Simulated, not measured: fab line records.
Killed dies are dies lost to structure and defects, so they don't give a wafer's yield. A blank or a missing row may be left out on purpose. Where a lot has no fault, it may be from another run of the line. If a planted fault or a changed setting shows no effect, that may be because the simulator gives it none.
Matching of chambers | flow nandHarc | NHARC_A_STAIRCASE_DESCUM_11 on rieDiel-03 has 4 sister chambers
The step chemistry O2, time 3 s. 8 wafers are shown with their chamber, then 7 later ones without.

== WAFERS, EACH WITH ITS CHAMBER ==
wafer  | chamber | showerheadPlenumPTorr (Torr) | throttleValvePct (%)
L078.1 | 1       | 1.86                         | 11.316
L081.2 | 2       | 1.78                         | 11.295
L081.5 | 3       | 1.99                         | 11.334
L082.1 | 2       | 1.78                         | 11.304
L082.3 | 0       | 1.85                         | 11.306
L082.4 | 1       | 1.85                         | 11.313
L089.2 | 0       | 1.84                         | 11.310
L089.4 | 3       | 1.99                         | 11.325

== WAFERS WHOSE CHAMBER IS MISSING ==
wafer  | showerheadPlenumPTorr (Torr) | throttleValvePct (%)
L089.6 | 1.98                         | 11.303
L091.1 | 1.99                         | 11.296
L091.3 | 1.85                         | 11.309
L091.5 | 1.99                         | 11.320
L092.2 | 1.78                         | 11.305
L092.4 | 1.85                         | 11.318
L092.5 | 1.85                         | 11.308

== EACH ONE'S CHAMBER ==
wafer  | from the rows above     | in truth
L089.6 | 3                       | 3
L091.1 | 3                       | 3
L091.3 | can't be placed: 0 or 1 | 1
L091.5 | 3                       | 3
L092.2 | 2                       | 2
L092.4 | can't be placed: 1 or 0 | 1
L092.5 | can't be placed: 0 or 1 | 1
Correctly placed: 4 of 7. Can't be placed from these rows: 3 (the true chamber is among the candidates in 3). Placed wrongly: 0.
How it was worked out, from the rows above alone: a wafer's distance from a chamber is the root of the sum, over the readings, of the square of ((its reading less the chamber's mean) divided by the reading's scatter). If the next closest chamber is less than 2 further off than the closest, the wafer can't be placed; otherwise it belongs to the closest. Each chamber's mean is taken over the wafers shown for it. The scatter: the root of (the sum of the squares of (reading less its chamber's mean) over the shown wafers, divided by (wafers less chambers)).
